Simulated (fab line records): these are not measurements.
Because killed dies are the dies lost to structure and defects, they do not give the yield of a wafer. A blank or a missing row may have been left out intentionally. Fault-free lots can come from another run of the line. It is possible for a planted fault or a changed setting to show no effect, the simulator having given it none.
Comparing a struck lot with a sound one | flow nand harc | 15 steps out of a route of 1302
Sound: wafers L912.2, L912.3, L912.6. Struck: wafer L925.3. (L925.4 of the same lot was not struck and is left out.) The cause comes at the end.
Order at every step that has rows: each side's tool, ch and its chambers, its first start. Under that, the readings that differ: sound wafers | struck wafers | difference of the means | sigmas: that difference in standard deviations of wafers without a fault.
alike: same words and numbers on both sides, and readings whose means sit less than 2 such deviations apart. not compared: any withheld reading, any reading some wafer has no value for, any bound like >300 that may hide the same value, and any number with overlapping values for which the record gives no deviation.
Wherever a step has rows on one side only, a row that says differs or no value, or a row with sigmas, the two part there. Non-overlapping numbers with no deviation appear without sigmas and do not part them. Lack of a reading on every wafer of one side parts them only where that side has two or more wafers.

first, 1 step without rows for these wafers: NHARC_A_ONON_D1_DEP_12 (target thk 1000 nm).
NHARC_A_ONON_D1_THK_MEAS_14: measures by ellipsometry.
  sound: film metro-02 at day 9 05:53; struck: film metro-02 at day 14 13:33
  reading     | sound          | struck | difference | sigmas
  thk nm (nm) | 1007 1006 1006 | 982    | -24        | -2
then, 2 steps without rows for these wafers: NHARC_A_ONON_D1_ANNEAL_15 (time 3600 s); NHARC_A_ONON_D1_DEP_16 (target thk 1000 nm).
NHARC_A_ONON_D1_THK_MEAS_18: measures by ellipsometry.
  sound: film metro-02 at day 9 15:55; struck: film metro-01 at day 14 23:00
  alike: thk nm
then NHARC_A_ONON_D1_DEP_19 (target thk 1000 nm), 1 step lacking rows for these wafers.
NHARC_A_ONON_D1_THK_MEAS_21: measures by ellipsometry.
  sound: film metro-02 at day 9 16:29; struck: film metro-02 at day 14 23:34
  alike: thk nm
then NHARC_A_ONON_D1_DEP_22 (target thk 1000 nm), 1 step lacking rows for these wafers.
NHARC_A_ONON_D1_THK_MEAS_24: measures by ellipsometry.
  sound: film metro-02 at day 9 17:04; struck: film metro-02 at day 15 00:08
  reading     | sound          | struck | difference | sigmas
  thk nm (nm) | 1023 1024 1024 | 995    | -29        | -2
then NHARC_A_ONON_D1_DEP_25 (target thk 1000 nm), 1 step lacking rows for these wafers.
NHARC_A_ONON_D1_THK_MEAS_27: measures by ellipsometry.
  sound: film metro-02 at day 9 17:38; struck: film metro-01 at day 15 00:43
  alike: thk nm
NHARC_A_ONON_D1_DEP_28: target thk 1000 nm.
  sound on pecvd onon-01 ch 0, day 9 17:44; struck on pecvd onon-01 ch 0, day 15 00:53
  alike: nh3 flow sccm
NHARC_A_ONON_D1_THK_MEAS_30: measures by ellipsometry.
  sound: film metro-02 at day 9 18:11; struck: film metro-02 at day 15 01:16
  reading     | sound          | struck | difference | sigmas
  thk nm (nm) | 1006 1006 1007 | 700    | -306       | -34
NHARC_A_ONON_D1_DEP_33: deposits SiO2, target thk 200 nm.
  sound on pecvd-03 ch 1,2, day 9 18:22; struck on pecvd-03 ch 0, day 15 01:23
  alike: heater power w, showerhead vpp V, throttle valve pct
  not compared: since wet clean h
-- break in the record here, with 16 days between the starts of the struck wafers on either side (left off in module A_ONON_D1, picked up again in module END, where the first step shown is number 1302 on the route) --
NHARC_END_SORT_01:
  here the record holds rows for the struck wafers (prober-02 ch 0, day 31 03:13) but none for the sound ones

== WHERE THEY PART ==
Earliest at NHARC_A_ONON_D1_THK_MEAS_14; latest, in this record, at NHARC_END_SORT_01.

WHY: what the simulator had put in
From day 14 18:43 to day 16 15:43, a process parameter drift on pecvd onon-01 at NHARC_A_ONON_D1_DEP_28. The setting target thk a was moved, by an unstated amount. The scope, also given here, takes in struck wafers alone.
